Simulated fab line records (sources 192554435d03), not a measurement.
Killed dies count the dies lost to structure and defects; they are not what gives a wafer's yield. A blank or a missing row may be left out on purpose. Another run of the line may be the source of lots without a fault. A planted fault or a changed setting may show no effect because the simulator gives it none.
The same fault as seen by 2 desks :: flow n5-finfet :: every desk sees just its own numbers, and what lay behind them comes last

AT THE TOOL OWNER'S DESK: rie-diel-02
The tool's own readings at N5_HKMG_FIN_ETCH_35 (etches SOC in N2/H2, target depth 215.8 nm, time 243.4 s): means of the sampled wafers that have a number, for each lot that ran on this tool. Any lot whose mean is over 4 standard deviations away from the usual mean is out of limits and marked OUT; that distance is given in the brackets.
Columns: A = drypump-motor-current-A at N5_HKMG_FIN_ETCH_35, usual 5.5 A; B = h2-flow-sccm at N5_HKMG_FIN_ETCH_35, usual 200.0 sccm; C = oes-product-au at N5_HKMG_FIN_ETCH_35, usual 0.78 a.u.; D = rf-fwd-power-W at N5_HKMG_FIN_ETCH_35, usual 2993 W; E = rf-vpp-V at N5_HKMG_FIN_ETCH_35, usual 141.5 V; F = showerhead-plenum-p-Torr at N5_HKMG_FIN_ETCH_35, usual 2.53 Torr; G = throttle-valve-pct at N5_HKMG_FIN_ETCH_35, usual 17.87 %
lot: L208
first seen here: day 5 02:57
A: 5.6
B: 200.6
C: 0.77
D: 3006
E: 140.5
F: 2.47
G: 17.81

lot: L214
first seen here: day 6 17:36
A: 5.2
B: 200.1
C: 0.85
D: 2989
E: 142.0
F: 2.54
G: 17.80

lot: L216
first seen here: day 7 04:52
A: 5.2
B: 199.4
C: 0.74
D: 2271 (-73) OUT
E: 155.4 (+15) OUT
F: 2.53
G: 17.79

lot: L218
first seen here: day 7 16:19
A: 5.5
B: 200.0
C: 0.62
D: 2276 (-72) OUT
E: 154.8 (+14) OUT
F: 2.43
G: 17.96
This desk's finding: out of limits on L216, L218; first on L216, day 7 04:52 (rf-fwd-power-W at N5_HKMG_FIN_ETCH_35). L208, L214 stayed within limits.

METROLOGY DESK
Lot by lot, what the gauges showed, no matter which tool ran the lot: averages of those sampled wafers that carry a number. Any lot whose mean is over 4 standard deviations away from the usual mean is out of limits and marked OUT; that distance is given in the brackets. Of its 10 readings 7 are shown: those that lie furthest out on some lot.
Columns: A = DIBL_N at N5_BEOL_M4_RC_MEAS_101, usual 35.8 mV/V; B = IOFF_P at N5_BEOL_M4_RC_MEAS_101, usual 0.21 nA/um; C = ION_N at N5_BEOL_M4_RC_MEAS_101, usual 672 uA/um; D = SS_N at N5_BEOL_M4_RC_MEAS_101, usual 71.5 mV/dec; E = SS_P at N5_BEOL_M4_RC_MEAS_101, usual 73.2 mV/dec; F = VT_N at N5_BEOL_M4_RC_MEAS_101, usual 250 mV; G = VT_P at N5_BEOL_M4_RC_MEAS_101, usual -250 mV
lot: L205
first seen here: day 7 22:11
A: 36.9
B: 0.20
C: 675
D: 72.9
E: 73.2
F: 251
G: -250

lot: L208
first seen here: day 9 07:46
A: 34.3
B: 0.16
C: 670
D: 71.0
E: 72.8
F: 251
G: -254

lot: L211
first seen here: day 9 17:10
A: 36.5
B: 0.17
C: 665
D: 71.6
E: 73.6
F: 254
G: -256

lot: L216
first seen here: day 10 20:46
A: 35.6
B: 0.20
C: 672
D: 71.5
E: 74.2
F: 250
G: -250

lot: L214
first seen here: day 10 23:31
A: 37.8
B: 0.21
C: 666
D: 71.9
E: 73.0
F: 253
G: -249

lot: L218
first seen here: day 11 06:28
A: 35.5
B: 0.20
C: 674
D: 71.8
E: 73.2
F: 250
G: -251

lot: L224
first seen here: day 13 01:29
A: 34.1
B: 0.22
C: 667
D: 71.4
E: 73.0
F: 251
G: -247

lot: L225
first seen here: day 13 12:31
A: 34.0
B: 0.20
C: 660
D: 71.5
E: 72.9
F: 253
G: -251

lot: L226
first seen here: day 13 15:20
A: 35.8
B: 0.22
C: 682
D: 71.5
E: 72.8
F: 249
G: -248
Result from this desk: across the 9 lots, nothing is out of limits.

ALL TOGETHER
At day 7 04:52, on L216, L218, the tool owner's desk was in a position to raise an alarm.
Metrology desk: nothing out of limits seen.
The metrology desk holds a record of L216, L218, inside its limits.
Every lot named ran N5_HKMG_FIN_ETCH_35 on rie-diel-02.

WHAT THE SIMULATOR PUT IN
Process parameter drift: rie-diel-02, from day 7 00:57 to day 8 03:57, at N5_HKMG_FIN_ETCH_35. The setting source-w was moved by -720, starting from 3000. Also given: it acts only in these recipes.
Shown lots that were struck: L216, L218.
Each desk's first reading out of limits, in hours after the fault started: the tool owner's desk, 4.
